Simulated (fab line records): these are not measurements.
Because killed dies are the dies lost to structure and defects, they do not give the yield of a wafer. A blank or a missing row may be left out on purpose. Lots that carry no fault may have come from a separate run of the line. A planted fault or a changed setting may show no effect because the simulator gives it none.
A lot that was struck, set against a sound lot :: flow n5_finfet :: 15 steps out of a route of 1938
Sound: wafers L343.1, L343.4, L343.5. Wafers struck: L342.3, L342.4, L342.6. At the end, the cause is stated.
For every step that has rows: the tool of each side, followed by ch and its chambers, followed by its first start. Under that, the readings that differ: sound wafers :: struck wafers :: difference of the means :: sigmas: that difference in standard deviations of wafers without a fault.
alike: readings whose means differ by less than 2 such deviations, and words and numbers that are the same on both sides. not compared: withheld readings, readings that some wafer has no value for, bounds like >300 that may hide the same value, and numbers for which the record gives no deviation and whose values overlap.
The two part at a step that has a row with sigmas, a row that says differs or no value, or rows on one side only. Non-overlapping numbers with no deviation appear without sigmas and do not part them. A reading missing from all wafers of one side parts the sides only when that side holds two or more wafers.

N5_MOL_CONTACT_COAG_ETCH_48: etches SiOC in C4F6/O2, target depth 15 nm, overetch 4.5 nm, time 17 s.
  sound on rie_diel-03 ch 1,3, day 9 16:40; struck on rie_diel-04 ch 1,2,3, day 9 12:37
reading: rf_fwd_power_W (W)
sound: 331.2 334.1 334.1
struck: 331.1 329.8 329.8
difference: -2.9
sigmas: -2
  alike: drypump_motor_current_A, oes_o_777_au, oes_product_au, rf_vpp_V, showerhead_plenum_p_Torr, throttle_valve_pct
  not compared: rf_hours_counter_h
N5_MOL_CONTACT_COAG_STRIP_72: strips in N2/H2.
  sound on rie_diel-03 ch 1,3, day 9 16:43; struck on rie_diel-04 ch 1,2,3, day 9 12:40
  alike: drypump_motor_current_A, h2_flow_sccm, oes_product_au, rf_vpp_V, showerhead_plenum_p_Torr, throttle_valve_pct
  not compared: rf_hours_counter_h
N5_MOL_CONTACT_COAG_STRIP_49: strips in N2/H2, time 30 s.
  sound on plasma_asher-02 ch 0,1, day 9 16:47; struck on plasma_asher-01 ch 0,1, day 9 12:46
  alike: drypump_motor_current_A, h2_flow_sccm, heater_power_w
  not compared: rf_hours_counter_h
then, 2 steps without rows for these wafers: N5_MOL_CONTACT_COAG_PRECLEAN_138 (cleans in alkaline clean, time 60 s); N5_MOL_CONTACT_COAG_SRD_139 (time 30 s).
N5_MOL_CONTACT_COAG_CD_MEAS_101 targets a cd of 16 nm.
  sound: cd_sem-02 at day 9 16:57; struck: cd_sem-03 at day 9 12:53
  alike: cd_nm
following that, these wafers have no rows for 1 step: N5_MOL_CONTACT_COAG_PRE_CLEAN_121.
N5_MOL_CONTACT_COAG_CVD_140: deposits W, target thk 66.5 nm, time 215 s.
  sound on cvd_w-02 ch 0,1, day 9 17:05; struck on cvd_w-02 ch 0,1, day 9 13:06
  alike: heater_power_w
then, 2 steps without rows for these wafers: N5_MOL_CONTACT_COAG_PRECLEAN_127 (cleans in DIW, time 57.5 s); N5_MOL_CONTACT_COAG_SRD_128 (dry time 32 s).
N5_MOL_CONTACT_COAG_CMP_52: polishes, stops on SiO2, t overpolish 1.5 s, target thk 66.5 nm.
  sound on cmp-01 ch 1,3, day 9 17:26; struck on cmp-03 ch 0,3, day 9 13:20
  alike: motor_current_A, overpolish_run_s, time_to_endpoint_s
N5_MOL_CONTACT_COAG_THK_MEAS_53:
  sound: film_metro-02 at day 9 17:41; struck: film_metro-02 at day 9 13:38
  alike: VIA_MOL_THK
N5_MOL_CONTACT_COAG_ANNEAL_112: time 1800 s.
  sound on hp_anneal-01 ch 0, day 9 17:43; struck on hp_anneal-01, day 9 13:40
  no value came back on the struck wafers for pressure_atm, spike_tc_bottom_C (C), wafer_temp_C_max; on the sound wafers pressure_atm reads 10.005 10.020 10.032
N5_MOL_CONTACT_COAG_INSPECT_97: inspects for defects (darkfield).
  sound: defect_inspect-02 at day 9 20:44; struck: defect_inspect-02 at day 9 16:44
  alike: raw_defect_count
-- here the record skips 8 days between the struck wafers' starts before and after, leaving off in module MOL_CONTACT_COAG and picking up in module PASSIVATION (first step shown: number 1936 of the route) --
N5_PASSIVATION_PROBE_49:
  sound: prober-01 at day 17 03:24; struck: prober-02 at day 17 05:06
  alike: killed_at_M0_to_M3, killed_at_M4_up, killed_at_contacts, killed_at_front_end, killed_at_other, killed_dies, killed_open, killed_short

WHERE THEY PART
Last at N5_MOL_CONTACT_COAG_ANNEAL_112 as far as this record goes, first at N5_MOL_CONTACT_COAG_ETCH_48. Later steps at which nothing parts them and some readings are alike: N5_MOL_CONTACT_COAG_INSPECT_97, N5_PASSIVATION_PROBE_49.

WHY: the cause the simulator had injected
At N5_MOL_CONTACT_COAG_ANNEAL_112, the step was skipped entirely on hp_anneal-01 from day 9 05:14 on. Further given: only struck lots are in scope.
